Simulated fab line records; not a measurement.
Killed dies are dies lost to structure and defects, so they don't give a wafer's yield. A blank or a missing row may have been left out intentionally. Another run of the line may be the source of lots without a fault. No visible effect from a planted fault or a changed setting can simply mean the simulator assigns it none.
Split-lot trial ; flow n5 finfet ; route with 1938 steps; 7 lots, 21 wafers read

## THE SPLIT
At N5_BEOL_M8_DESCUM_33 (chemistry O2, time 7 s), the setting time s was moved away from the recipe's 7 s on 8 of the 21 wafers read, by -15.6% to +7.4%. All remaining wafers had this setting at the recipe value.

Split to reading: the file shows no intervening step.

## THE READING
CAR-EUV_of_BEOL_M8_COAT_22.thk nm (the simulator's own value, which no gauge read), in nm, at N5_BEOL_M8_ETCH_72 (etches underlayer in N2/H2, target depth 6.5 nm, time 5.2 s). There is no usual value for it anywhere in the file. Here, 13 wafers ran the recipe; their average is 20.3 nm with a standard deviation of 0.12 nm.

wafer;tool, chamber at the split;time s as run, s;against the recipe;CAR-EUV_of_BEOL_M8_COAT_22.thk nm, nm;against lot-mates on the recipe
L075.1;rie diel-02, 3;7;recipe;20.4;-
L075.2;rie diel-02, 1,2;7;recipe;20.2;-
L075.4;rie diel-02, 1,2;7;recipe;20.2;-
L079.3;rie diel-06, 3,2,3;7;recipe;20.4;-
L079.5;rie diel-06, 3,2,3;7;recipe;20.4;-
L079.4;rie diel-06, 3,2,3;7;recipe;20.6;-
L086.2;rie diel-02, 2;5.908;-15.6%;21;+0.8
L086.4;rie diel-02, 1;7;recipe;20.2;-
L086.6;rie diel-02, 2;5.908;-15.6%;20.8;+0.6
L087.3;rie diel-05, 2;7;recipe;20.2;-
L087.6;rie diel-05, 0;7;recipe;20.2;-
L087.5;rie diel-05, 1;7.515;+7.4%;20;-0.2
L091.2;rie diel-05, 3,1;7;recipe;20.4;-
L091.3;rie diel-05, 3,1;7;recipe;20.4;-
L091.4;rie diel-05, 2;6.398;-8.6%;20.6;+0.2
L096.3;rie diel-05, 2;7;recipe;20.2;-
L096.4;rie diel-05, 0,1;6.099;-12.9%;20.6;+0.4
L096.5;rie diel-05, 0,1;6.099;-12.9%;20.8;+0.6
L095.1;rie diel-05, 1;6.585;-5.9%;20.8;+0.4
L095.4;rie diel-05, 1;6.585;-5.9%;20.6;+0.2
L095.5;rie diel-05, 0;7;recipe;20.4;-
Where a row lists several chambers, the file gives one row for several wafers and doesn't say which wafer went through which chamber.

THE FIT
A straight line over all 21 wafers: CAR-EUV_of_BEOL_M8_COAT_22.thk nm changes by -0.036 nm for each +1% of time s; r = -0.87; the points scatter about the line by 0.13 nm.
The same after taking each lot's own level away (the mean of its wafers on the recipe; 21 wafers): -0.0402 nm for each +1%; r = -0.94; scatter 0.092 nm.
That fit puts the effect of the largest move of time s on the reading at 0.63 nm.
From 20.20 to 20.47 nm: that is the span of the lots' own levels, equal to 2.1 times the standard deviation above.
So the lot-to-lot level changes the slope: the two fits differ.
Check: with one of the wafers moved furthest among these (-15.6%) left out of the fit, the line predicts +0.584 nm for it against its lot-mates. Against them it came out at +0.8 nm.

## THE OTHER SPLITS THESE WAFERS WENT THROUGH
Other splits were also applied to these wafers ahead of the reading. Each is held against what the fit with the lots' levels taken away leaves over:
other split on the same wafers;wafers away from the commonest value;r with CAR-EUV_of_BEOL_M8_COAT_22.thk nm (lot level and that fit taken away)
N5_BEOL_M7_COAT_60 spin rpm;7;+0.24
N5_BEOL_M8_ILD_DEP_00 time s;7;-0.26

## THE WHOLE CHAIN: every reading that the file lists as answering this split, in the file's order
step;what it does;reading;change (the file's fit);r (the file's)
N5_BEOL_M8_DESCUM_33;chemistry O2, time 7 s;CAR-EUV_of_BEOL_M8_COAT_22.thk nm (the simulator's own value, which no gauge read);-0.0364 nm for each +1% of the setting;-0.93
N5_BEOL_M8_ETCH_72;etches underlayer in N2/H2, target depth 6.5 nm, time 5.2 s;CAR-EUV_of_BEOL_M8_COAT_22.thk nm (the simulator's own value, which no gauge read);-0.039 nm for each +1% of the setting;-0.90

## FILE'S OWN FIT
CAR-EUV_of_BEOL_M8_COAT_22.thk nm changes by -0.039 nm for each +1% of time s, r = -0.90.
